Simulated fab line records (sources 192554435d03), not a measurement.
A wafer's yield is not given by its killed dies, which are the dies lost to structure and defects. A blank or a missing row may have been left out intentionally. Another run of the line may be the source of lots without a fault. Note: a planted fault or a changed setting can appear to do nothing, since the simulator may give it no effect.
Which tool did it? -- flow n5-finfet -- 7 lots, 21 wafers sampled, at 7 steps of a route of 1938

== WHAT THE GAUGES READ, wafer by wafer ==
N5_BEOL_M8_CD_MEAS_11: target cd 38.5 nm. Usual: 38.6 nm for cd-nm, sd 0.47.
lot,measured,on,cd-nm (nm),flag
L944,day 10 11:53,cd-sem-02,39.2 38.4 39.1,
L946,day 10 16:18,cd-sem-02,39.0 38.9 39.2,
L951,day 12 09:10,cd-sem-02,43.0 42.7 42.4,OFF
L953,day 12 14:01,cd-sem-01,42.0 42.0 42.0,OFF
L952,day 12 14:26,cd-sem-02,39.0 38.9 39.1,
L960,day 14 05:33,cd-sem-01,37.8 38.6 38.5,
L962,day 15 02:20,cd-sem-03,38.4 39.2 38.4,

N5_BEOL_M8_OVL_MEAS_12. Usual: M8_OVL gives -0.2 nm (standard deviation 0.67).
lot,measured,on,M8_OVL (nm),flag
L944,day 10 11:55,overlay-02,0.5 -0.9 -0.1,
L946,day 10 16:20,overlay-02,-0.1 0.1 0.7,
L951,day 12 09:11,overlay-01,-1.3 -0.1 -0.3,
L953,day 12 14:03,overlay-01,-1.1 -0.4 -0.8,
L952,day 12 14:28,overlay-01,-0.8 -1.0 -0.6,
L960,day 14 05:35,overlay-01,0.1 -1.3 -0.6,
L962,day 15 02:22,overlay-01,1.2 0.2 0.4,

N5_BEOL_M8_CD_MEAS_18: pitch 80 nm, target cd 40 nm. Usual: 40.1 nm for cd-nm, sd 0.52.
lot,measured,on,cd-nm (nm),flag
L944,day 10 12:26,cd-sem-01,40.5 40.6 40.3,
L946,day 10 17:23,cd-sem-03,40.2 39.7 40.5,
L951,day 12 09:54,cd-sem-01,44.1 44.2 43.9,OFF
L953,day 12 14:34,cd-sem-01,43.5 43.5 43.7,OFF
L952,day 12 15:05,cd-sem-02,40.2 39.8 40.4,
L960,day 14 06:05,cd-sem-02,38.9 40.2 40.2,
L962,day 15 02:52,cd-sem-02,39.4 41.0 40.1,

N5_BEOL_M15_RC_MEAS_101. Usual: COMB_M10 1.5e-11 S/m, standard deviation 3.1e-12; COMB_M11 1.5e-11 S/m, standard deviation 3e-12; COMB_M12 6.7e-12 S/m, standard deviation 1.5e-12; COMB_M13 5.4e-12 S/m, standard deviation 1.2e-12; COMB_M14 4e-12 S/m, standard deviation 8.4e-13; COMB_M15 2.9e-12 S/m, standard deviation 7.9e-13; COMB_M5 3.8e-11 S/m, standard deviation 7.9e-12; COMB_M6 2.6e-11 S/m, standard deviation 5.5e-12; COMB_M7 2.6e-11 S/m, standard deviation 5.2e-12; COMB_M8 2.8e-11 S/m, standard deviation 6.2e-12; COMB_M9 1.5e-11 S/m, standard deviation 3.3e-12; SERP_M10 3.05 ohm/um, standard deviation 0.083; SERP_M11 3.01 ohm/um, standard deviation 0.089; SERP_M12 0.630 ohm/um, standard deviation 0.014; SERP_M13 0.306 ohm/um, standard deviation 0.0067; SERP_M14 0.160 ohm/um, standard deviation 0.0038; SERP_M5 38.9 ohm/um, standard deviation 1.6; SERP_M6 13.6 ohm/um, standard deviation 0.54; SERP_M7 13.8 ohm/um, standard deviation 0.62; SERP_M8 13.7 ohm/um, standard deviation 0.54; SERP_M8_max_site 14.2 ohm/um, standard deviation 0.58; SERP_M9 3.01 ohm/um, standard deviation 0.098.
lot,measured,on,COMB_M10 (S/m),COMB_M11 (S/m),COMB_M12 (S/m),COMB_M13 (S/m),COMB_M14 (S/m),COMB_M15 (S/m),COMB_M5 (S/m),COMB_M6 (S/m),COMB_M7 (S/m),COMB_M8 (S/m),COMB_M9 (S/m),SERP_M10 (ohm/um),SERP_M11 (ohm/um),SERP_M12 (ohm/um),SERP_M13 (ohm/um),SERP_M14 (ohm/um),SERP_M5 (ohm/um),SERP_M6 (ohm/um),SERP_M7 (ohm/um),SERP_M8 (ohm/um),SERP_M8_max_site (ohm/um),SERP_M9 (ohm/um),flag
L944,day 12 15:34,prober-02,1.2e-11 2e-11 1.9e-11,1.5e-11 1.7e-11 1.4e-11,6.2e-12 9.4e-12 1.04e-11,6.2e-12 5.4e-12 6.7e-12,4.9e-12 3.7e-12 5.8e-12,3.9e-12 3.2e-12 3.5e-12,2.7e-11 2.5e-11 4.4e-11,2.2e-11 2.8e-11 3.3e-11,2.8e-11 2.9e-11 2.9e-11,2.5e-11 3.1e-11 3e-11,1.8e-11 1.3e-11 1.3e-11,3.07 3.04 3.19,2.93 2.85 3.17,0.633 0.649 0.614,0.296 0.311 0.316,0.154 0.156 0.159,39.0 38.4 39.7,13.7 13.2 12.8,13.8 13.9 13.0,13.6 13.6 13.7,14.5 14.2 14.3,2.96 2.80 2.81,
L946,day 12 20:10,prober-02,1.4e-11 1.2e-11 1.4e-11,1.1e-11 1.7e-11 1.6e-11,6.1e-12 8e-12 7.3e-12,6.2e-12 7.1e-12 7.3e-12,3.2e-12 4.7e-12 4.5e-12,3.2e-12 4.1e-12 3.8e-12,3.2e-11 3.5e-11 3.8e-11,2.4e-11 3e-11 2.6e-11,3e-11 2.9e-11 2.4e-11,3.4e-11 2.4e-11 2.4e-11,1.5e-11 8e-12 1.8e-11,3.14 2.94 3.09,2.95 3.16 2.91,0.636 0.634 0.631,0.302 0.308 0.300,0.159 0.162 0.162,39.3 38.4 42.0,13.4 12.3 12.7,13.9 14.9 13.7,12.4 13.9 12.6,13.2 14.5 13.0,3.12 2.96 3.04,
L951,day 14 15:56,prober-02,1.5e-11 1.8e-11 1.5e-11,1.2e-11 1.8e-11 1.3e-11,6.7e-12 6.8e-12 8.8e-12,4.4e-12 5.2e-12 4.7e-12,5.2e-12 4.5e-12 4.8e-12,3.6e-12 2.9e-12 2.9e-12,4.2e-11 4.3e-11 2.2e-11,3.1e-11 2.6e-11 3.4e-11,2.5e-11 2.5e-11 2.3e-11,2.7e-11 3e-11 2.6e-11,1.4e-11 1.3e-11 1.6e-11,3.05 3.11 3.10,3.12 2.96 3.02,0.623 0.612 0.643,0.302 0.314 0.313,0.155 0.160 0.161,37.3 38.5 39.8,13.7 13.9 13.8,14.1 13.4 14.1,11.8 11.8 12.0,12.2 12.3 12.3,2.92 3.09 3.19,OFF
L953,day 14 17:10,prober-01,1e-11 1.4e-11 1.5e-11,1.1e-11 1.1e-11 1.6e-11,7.7e-12 6.2e-12 5.6e-12,5e-12 6.9e-12 4.4e-12,2.3e-12 2.8e-12 2.8e-12,1.4e-12 2e-12 1.4e-12,4.6e-11 3.2e-11 4.2e-11,2.7e-11 2e-11 2.7e-11,2.2e-11 2.2e-11 2.8e-11,3.1e-11 2.9e-11 2.6e-11,1.4e-11 1.1e-11 1.4e-11,3.10 3.11 3.13,2.92 3.01 2.98,0.645 0.632 0.656,0.305 0.306 0.314,0.166 0.161 0.167,40.6 41.8 39.4,13.5 13.3 14.5,14.3 13.8 14.0,11.6 11.4 11.3,11.9 12.3 12.3,3.07 2.99 3.00,OFF
L952,day 14 17:26,prober-02,1.8e-11 1.7e-11 1.5e-11,1.2e-11 1.5e-11 1.6e-11,5.4e-12 7.1e-12 6.4e-12,5.6e-12 7.7e-12 6.1e-12,4e-12 4.6e-12 5.1e-12,3.8e-12 4e-12 3.3e-12,4e-11 3.9e-11 4.3e-11,2.4e-11 2.2e-11 2.2e-11,2.2e-11 2.7e-11 2.4e-11,3.7e-11 2.2e-11 2.5e-11,1.4e-11 1.7e-11 1.8e-11,3.03 3.04 3.01,3.12 3.12 3.19,0.632 0.613 0.640,0.307 0.302 0.304,0.161 0.163 0.163,36.2 38.1 37.5,13.8 13.3 13.4,13.4 13.9 12.1,13.9 13.4 13.1,14.3 14.1 13.3,2.95 3.12 2.95,
L960,day 16 12:06,prober-02,1.4e-11 1.5e-11 1.4e-11,1.3e-11 1.7e-11 1.6e-11,8.4e-12 7.9e-12 6.9e-12,4.2e-12 5.5e-12 6.4e-12,3.7e-12 3.5e-12 3.5e-12,2.9e-12 3e-12 3.3e-12,3.7e-11 3.4e-11 3.9e-11,2.5e-11 2.1e-11 2.9e-11,2.8e-11 1.8e-11 2.8e-11,3.2e-11 2.9e-11 3.1e-11,1.5e-11 1.6e-11 1.3e-11,3.06 3.09 3.00,2.90 3.07 2.96,0.631 0.624 0.615,0.301 0.297 0.298,0.157 0.159 0.166,39.6 39.8 38.4,12.4 13.4 13.5,14.3 13.8 14.0,14.1 13.0 14.3,15.1 13.5 14.9,3.00 3.16 3.19,
L962,day 17 06:29,prober-02,2.3e-11 1.7e-11 2.1e-11,1.8e-11 1.4e-11 2e-11,9e-12 7.9e-12 9.9e-12,4.9e-12 5.5e-12 6.2e-12,5.1e-12 5.8e-12 5.4e-12,3.6e-12 3.7e-12 3.3e-12,3.7e-11 3e-11 2.8e-11,2.7e-11 2e-11 3e-11,2.7e-11 2.6e-11 3.2e-11,2.4e-11 3.2e-11 4e-11,1.7e-11 1.5e-11 1.5e-11,3.00 2.99 2.85,3.07 2.96 3.06,0.621 0.630 0.607,0.297 0.302 0.304,0.152 0.159 0.156,38.5 38.8 37.7,12.6 13.2 13.7,13.7 13.3 13.3,14.3 13.5 13.3,15.2 13.9 14.3,2.95 3.15 3.20,

== EACH LOT AND THE TOOL THAT RAN IT (in order: tool; ch and the chambers of the sampled wafers; start) ==
lot,N5_BEOL_M8_EXPOSE_08,N5_BEOL_M8_HM_OPEN_17,N5_BEOL_M8_STRIP_19
L944,"arfi-scanner-01 ch 0, day 10 11:46","rie-metal-02 ch 0,1, day 10 12:15","rie-diel-03 ch 1,3, day 10 12:22"
L946,"arfi-scanner-01 ch 0, day 10 16:11","rie-metal-01 ch 0,1, day 10 17:14","rie-diel-05 ch 1,2, day 10 17:19"
L951,"arfi-scanner-01 ch 0, day 12 09:02","rie-metal-02 ch 1, day 12 09:37","rie-diel-03 ch 1,2,3, day 12 09:50"
L953,"arfi-scanner-01 ch 0, day 12 13:54","rie-metal-01 ch 0,1, day 12 14:23","rie-diel-06 ch 0,3, day 12 14:29"
L952,"arfi-scanner-03 ch 0, day 12 14:19","rie-metal-02 ch 1, day 12 14:49","rie-diel-06 ch 0,1,3, day 12 15:01"
L960,"arfi-scanner-02 ch 0, day 14 05:25","rie-metal-02 ch 0,1, day 14 05:55","rie-diel-05 ch 2,3, day 14 06:01"
L962,"arfi-scanner-03 ch 0, day 15 02:12","rie-metal-01 ch 0,1, day 15 02:41","rie-diel-03 ch 1,2,3, day 15 02:48"
- N5_BEOL_M8_EXPOSE_08: exposes mask M8.
- N5_BEOL_M8_HM_OPEN_17: chemistry Cl2/BCl3, target TiN, target depth 20 nm, overetch 6 nm.
- N5_BEOL_M8_STRIP_19: strips in O2.

== AS READ BY THE TOOLS THEMSELVES (means over the sampled wafers that have a number; for cases with no such wafer, the mark the record gives instead) ==
N5_BEOL_M8_EXPOSE_08. Usual: 68.35 for exposure-dose-mJ-cm2, sd 0.26.
lot,tool,exposure-dose-mJ-cm2,flag
L944,arfi-scanner-01,68.19,
L946,arfi-scanner-01,68.29,
L951,arfi-scanner-01,74.08,OFF
L953,arfi-scanner-01,72.98,OFF
L952,arfi-scanner-03,68.13,
L960,arfi-scanner-02,68.76,
L962,arfi-scanner-03,68.16,

N5_BEOL_M8_HM_OPEN_17. Usual: drypump-motor-current-A 5.5 A, standard deviation 0.37; oes-product-au 0.73 a.u., standard deviation 0.061; throttle-valve-pct 22.11 %, standard deviation 0.18.
lot,tool,drypump-motor-current-A (A),oes-product-au (a.u.),throttle-valve-pct (%),flag
L944,rie-metal-02,5.9,0.63,22.25,
L946,rie-metal-01,5.2,0.73,21.96,
L951,rie-metal-02,5.3,0.77,22.41,
L953,rie-metal-01,5.4,0.73,21.96,
L952,rie-metal-02,5.3,0.78,22.41,
L960,rie-metal-02,6.0,0.78,22.17,
L962,rie-metal-01,5.2,0.70,21.98,

N5_BEOL_M8_STRIP_19. Usual: drypump-motor-current-A 5.6 A, standard deviation 0.44; oes-product-au 0.79 a.u., standard deviation 0.093; rf-vpp-V 3.7 V, standard deviation 0.59; showerhead-plenum-p-Torr 2.10 Torr, standard deviation 0.083; throttle-valve-pct 16.62 %, standard deviation 0.16.
lot,tool,drypump-motor-current-A (A),oes-product-au (a.u.),rf-vpp-V (V),showerhead-plenum-p-Torr (Torr),throttle-valve-pct (%),flag
L944,rie-diel-03,5.4,0.89,4.2,2.12,16.70,
L946,rie-diel-05,5.4,0.72,3.9,2.11,16.65,
L951,rie-diel-03,5.7,0.82,3.2,2.06,16.74,
L953,rie-diel-06,6.0,0.77,3.6,2.04,16.68,
L952,rie-diel-06,5.6,0.79,3.9,2.08,16.61,
L960,rie-diel-05,5.4,0.80,3.6,2.08,16.67,
L962,rie-diel-03,5.7,0.79,3.1,2.05,16.78,

== THE ANSWER, worked out from the rows above alone ==
Rule: lot off if the mean of its wafers having a number is beyond 3 standard deviations from the usual mean. Also off: a lot with no number at a reading for which 4 or more lots have one. All remaining lots with rows at the step are treated as sound. Order of review: gauges by route order, followed by the tools' own readings, for which a lot's mean as printed above is used. At the first step where some lot is off, the reading lying furthest off is the one used; lots without a number count as furthest.
Off, at N5_BEOL_M8_CD_MEAS_11 on cd-nm: L951, L953.
If a tool, at a process step before that reading, ran all the lots that are off and no sound lot after the first of them, it fits. Not tried: the gauges at N5_BEOL_M8_CD_MEAS_11; whatever is off there is also off at N5_BEOL_M15_RC_MEAS_101, on other tools, and gauge error can't account for it. One fits: arfi-scanner-01 at N5_BEOL_M8_EXPOSE_08. Its last sound lot is L946 (day 10 16:11), its first lot that is off L951 (day 12 09:02): a fault that began between those two fits.
On the lots that are off, the tool's own readings at N5_BEOL_M8_EXPOSE_08 differ by more than 5 times the standard deviation of the sound lots' means, which bears it out; exposure-dose-mJ-cm2 reads 73.53 there versus 68.31 on the sound lots.

== WHAT THE SIMULATOR HAD INSERTED ==
Process parameter drift: arfi-scanner-01, from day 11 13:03 on, at N5_BEOL_M8_EXPOSE_08. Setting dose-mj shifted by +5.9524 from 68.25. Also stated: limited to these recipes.
Struck lots among those shown: L951, L953. The rule given above showed the same thing.
